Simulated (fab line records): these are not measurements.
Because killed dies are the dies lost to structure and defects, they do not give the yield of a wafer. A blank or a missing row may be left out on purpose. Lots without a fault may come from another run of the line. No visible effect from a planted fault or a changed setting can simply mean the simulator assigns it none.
Chamber matching -- flow n5_finfet -- N5_FIN_CUT_CUT_ETCH_28 on rie_si-06: 4 sister chambers
The step etches Si in HBr/Cl2/O2, target depth 6 nm, time 2.4 s. 14 wafers are shown with their chamber, then 7 later ones without.

== EACH WAFER AND ITS CHAMBER ==
wafer,chamber,drypump_motor_current_A (A),oes_product_au (a.u.),O2_flow_sccm (sccm)
L078.1,3,4.9,0.997,12.00
L078.4,0,5.9,0.977,11.99
L078.6,3,4.9,0.990,12.07
L079.4,3,5.0,0.999,11.99
L079.5,1,5.5,1.014,12.01
L079.6,0,5.9,0.974,12.00
L083.2,0,5.9,0.980,12.02
L083.4,3,4.9,0.990,12.09
L083.6,3,4.9,1.006,12.08
L086.1,2,5.6,1.032,11.94
L086.4,0,5.9,0.976,12.04
L086.5,2,5.6,1.028,11.98
L092.1,3,4.9,0.991,12.02
L092.4,0,5.9,0.981,12.00

SIGNATURES, as means of the wafers listed above
reading,chamber 0,chamber 1,chamber 2,chamber 3,scatter within a chamber
drypump_motor_current_A,5.900,5.500,5.600,4.917,0.0289
oes_product_au,0.97760,1.01400,1.03000,0.99550,0.00497
O2_flow_sccm,12.0100,12.0100,11.9600,12.0417,0.0345
Rule: a wafer lies at a distance from a chamber equal to the root of the sum of squares, over the readings, of (its reading less the chamber's mean, divided by the reading's scatter). If the next closest chamber is less than 2 further off than the closest, the wafer can't be placed; otherwise it belongs to the closest. The scatter is the square root of a quotient: the sum, over the shown wafers, of each reading's squared deviation from its chamber's mean, divided by wafers minus chambers.

== WAFERS WITH NO CHAMBER GIVEN ==
wafer,drypump_motor_current_A (A),oes_product_au (a.u.),O2_flow_sccm (sccm)
L092.6,4.9,1.000,12.06
L093.1,5.5,1.027,11.97
L093.2,5.9,0.969,11.99
L093.5,5.0,1.001,11.96
L096.1,4.9,1.000,11.95
L096.5,4.9,0.998,11.97
L096.6,5.6,1.019,11.93

== EACH ONE'S CHAMBER ==
wafer,from the rows above,in truth
L092.6,3,3
L093.1,can't be placed: 1 or 2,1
L093.2,0,0
L093.5,3,3
L096.1,3,3
L096.5,3,3
L096.6,can't be placed: 2 or 1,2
Placed correctly: 5 of 7. Not placeable from these rows: 2 (in 2, the candidates include the true chamber). 0 placed wrongly.
